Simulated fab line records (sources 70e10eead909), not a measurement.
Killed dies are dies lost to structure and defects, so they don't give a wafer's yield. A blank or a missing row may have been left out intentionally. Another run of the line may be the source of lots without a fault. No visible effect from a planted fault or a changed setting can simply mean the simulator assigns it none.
A lot that was struck, set against a sound lot + flow nand harc + 27 out of 1302 route steps
Sound: these wafers, L633.2, L633.4, L633.6. Wafers L643.3, L643.4, L643.5 were the ones struck. The cause is named last.
At each step with rows: each side's tool, then ch and its chambers, then its first start. Under that, the readings that differ: sound wafers + struck wafers + difference of the means + sigmas: that difference in standard deviations of wafers without a fault.
alike: same words and numbers on both sides, and readings whose means sit less than 2 such deviations apart. not compared: any withheld reading, any reading some wafer has no value for, any bound like >300 that may hide the same value, and any number with overlapping values for which the record gives no deviation.
A row with sigmas, a row that says differs or no value, or rows on one side alone: a step with any of these is where the two part. When numbers do not overlap yet have no deviation, they are printed without sigmas and do not part them. A reading missing from all wafers of one side parts the sides only when that side holds two or more wafers.

first, 3 steps without rows for these wafers: NHARC_P_GATE_EXPOSE_08 (exposes mask P HV); NHARC_P_GATE_PEB_09 (peb time 85 s); NHARC_P_GATE_DEVELOP_10 (time 70 s).
NHARC_P_GATE_CD_MEAS_11: the cd target is 1640 nm.
  sound on cd sem-03 ch 0, day 7 05:32; struck on cd sem-02 ch 0, day 11 09:23
  alike: cd nm
then, 1 step without rows for these wafers: NHARC_P_GATE_HARDBAKE_12 (time 80 s).
NHARC_P_GATE_DESCUM_13: chemistry O2, time 3 s.
  sound on rie diel-02 ch 0,1,2, day 7 05:43; struck on rie diel-05 ch 0,2,3, day 11 09:33
  alike: chamber pressure mTorr, drypump motor current A, oes product au, rf vpp V, showerhead plenum p Torr, throttle valve pct
  not compared: rf hours counter h
then, 6 steps without rows for these wafers: NHARC_P_GATE_ETCH_14 (etches SiO2 in dHF, target depth 48.8 nm); NHARC_P_GATE_STRIP_15 (strips in SPM, time 780 s); NHARC_P_GATE_PRECLEAN_71 (cleans in SC1); NHARC_P_GATE_SRD_72; NHARC_P_GATE_OXIDE_16 (material SiO2, target thk 3 nm, ox time 392 s); NHARC_P_GATE_CVD_17 (deposits poly-Si, target thk 150 nm, time 900 s).
NHARC_P_GATE_HM_DEP_102: deposits aC, target thk 120 nm.
  sound on acl dep-02 ch 0, day 7 19:22; struck on acl dep-01 ch 0, day 12 00:10
  alike: throttle valve pct
NHARC_P_GATE_DEP_103: deposits SiON, target thk 30 nm.
  sound on pecvd-02 ch 0,1,2, day 7 19:57; struck on pecvd-02 ch 0,1, day 12 00:42
  alike: heater power w
then, 8 steps without rows for these wafers: NHARC_P_GATE_DEHYDRATE_18 (time 120 s); NHARC_P_GATE_HMDS_19 (time 30 s); NHARC_P_GATE_COAT_20 (resist thk 90 nm); NHARC_P_GATE_SOFTBAKE_21 (time 55 s); NHARC_P_GATE_EBR_22; NHARC_P_GATE_EXPOSE_23 (exposes mask P GATE, target cd 120 nm); NHARC_P_GATE_PEB_24 (peb time 65 s); NHARC_P_GATE_DEVELOP_25 (develop time 35 s).
NHARC_P_GATE_CD_MEAS_26: the cd target is 120 nm.
  sound on cd sem-01 ch 0, day 7 20:36; struck on cd sem-03 ch 0, day 12 01:16
  alike: cd nm
NHARC_P_GATE_OVL_MEAS_27:
  sound on overlay-02, day 7 20:41; struck on overlay-02, day 12 01:20
  alike: overlay x nm, overlay y nm
NHARC_P_GATE_INSPECT_28:
  sound on defect inspect-02, day 7 20:44; struck on defect inspect-02, day 12 01:23
| reading          | sound  | struck   | difference | sigmas |
|------------------|--------|----------|------------|--------|
| raw defect count | 5 8 13 | 16 25 20 | +12        | +4     |
NHARC_P_GATE_DESCUM_31: chemistry O2, time 3 s.
  sound on rie diel-13 ch 0,1,2, day 7 20:48; struck on rie diel-02 ch 1,3, day 12 01:27
  alike: chamber pressure mTorr, drypump motor current A, oes product au, rf vpp V, showerhead plenum p Torr, throttle valve pct
  not compared: rf hours counter h
-- jump in the record: it breaks off in module P_GATE and resumes in module END (first step shown: number 1302 of the route), and 19 days separate the struck wafers' starts before and after --
NHARC_END_SORT_01:
  here the record holds rows for the struck wafers (prober-02 ch 0, day 31 11:38) but none for the sound ones

WHERE THEY PART
At NHARC_P_GATE_INSPECT_28 first; at NHARC_END_SORT_01 last (within this record only).

WHY: the cause the simulator had injected
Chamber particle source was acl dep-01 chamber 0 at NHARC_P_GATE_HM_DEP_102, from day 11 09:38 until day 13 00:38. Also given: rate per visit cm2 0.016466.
